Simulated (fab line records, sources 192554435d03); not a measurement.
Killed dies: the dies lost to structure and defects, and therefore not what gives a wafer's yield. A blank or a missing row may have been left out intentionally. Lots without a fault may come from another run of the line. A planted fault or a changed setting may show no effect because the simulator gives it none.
The tool behind it: which one? -- flow n5 finfet -- 10 lots, 30 wafers sampled, at 4 steps of a route of 1938

WHAT THE GAUGES SHOWED, per wafer
N5_BEOL_M4_RC_MEAS_101.
lot,measured,on,REXT_P (ohm.um)
L471,day 9 11:10,prober-01,97.8 98.0 98.1
L473,day 10 02:23,prober-02,99.8 99.2 99.6
L474,day 9 21:14,prober-02,100.9 101.5 101.9
L476,day 10 06:55,prober-02,98.4 100.4 99.6
L478,day 10 21:10,prober-01,98.0 97.9 96.2
L479,day 10 22:46,prober-01,101.7 100.3 101.4
L480,day 11 09:17,prober-02,126.0 124.4 126.6
L481,day 11 17:17,prober-02,126.6 125.1 124.6
L493,day 14 07:49,prober-02,103.2 105.0 102.8
L494,day 14 16:10,prober-01,102.0 99.8 100.9

WHICH TOOL RAN EACH LOT (tool, then ch and the chambers of the sampled wafers, then the start)
lot,N5_SD_EPI_P_VAPOR_ETCH_44,N5_BEOL_M4_SPUTTER_92,N5_BEOL_M4_ANNEAL_93
L471,"epi rpcvd-03 ch 0, day 3 11:09","pvd sputter-02, day 9 09:20","pvd sputter-02, day 9 09:25"
L473,"epi rpcvd-03 ch 0, day 3 22:50","pvd sputter-03, day 10 00:39","pvd sputter-03, day 10 00:44"
L474,"epi rpcvd-04 ch 0, day 4 02:38","pvd sputter-02, day 9 19:31","pvd sputter-02, day 9 19:36"
L476,"epi rpcvd-03 ch 0, day 4 11:35","pvd sputter-01, day 10 05:21","pvd sputter-01, day 10 05:26"
L478,"epi rpcvd-03 ch 0, day 5 01:11","pvd sputter-03, day 10 19:11","pvd sputter-03, day 10 19:16"
L479,"epi rpcvd-03 ch 0, day 5 07:30","pvd sputter-01, day 10 20:55","pvd sputter-01, day 10 21:00"
L480,"epi rpcvd-03 ch 0, day 5 13:18","pvd sputter-01, day 11 07:35","pvd sputter-01, day 11 07:40"
L481,"epi rpcvd-03 ch 0, day 5 18:43","pvd sputter-03, day 11 15:41","pvd sputter-03, day 11 15:46"
L493,"epi rpcvd-03 ch 0, day 8 20:04","pvd sputter-01, day 14 05:10","pvd sputter-01, day 14 05:14"
L494,"epi rpcvd-02 ch 0, day 9 01:04","pvd sputter-02, day 14 14:19","pvd sputter-02, day 14 14:23"
- N5_SD_EPI_P_VAPOR_ETCH_44: etches SiGe30 in NF3/Ar, time 3.3 s.
- N5_BEOL_M4_SPUTTER_92: material Cu, target thk 4.5 nm, time 8.29 s.
- N5_BEOL_M4_ANNEAL_93: time 240 s.

THE ANSWER, worked out from the rows above alone
Rule: the usual values come from the lots themselves. Put in order of their means at a reading, lots are off if they are a third of the lots or fewer, leave a main group of 4 or more, and stand apart from it by a gap of 3 or more times the standard deviation of the main group's means; of several such gaps the widest counts. Not used: any main group whose means are identical at the precision the tables above print for the reading. Also off: a lot with no number at a reading for which 4 or more lots have one. The other lots that the step has rows for count as sound.
Off: L480, L481, seen at N5_BEOL_M4_RC_MEAS_101 (REXT_P). The main group: mean 100.2 ohm.um, standard deviation 1.9.
A tool fits if, at a process step before that reading, it ran every lot that is off, and no sound lot after the first of them. Those tools and the gauges at N5_BEOL_M4_RC_MEAS_101 are tried in the same way. None of those tried fits.

WHAT WAS PUT IN BY THE SIMULATOR
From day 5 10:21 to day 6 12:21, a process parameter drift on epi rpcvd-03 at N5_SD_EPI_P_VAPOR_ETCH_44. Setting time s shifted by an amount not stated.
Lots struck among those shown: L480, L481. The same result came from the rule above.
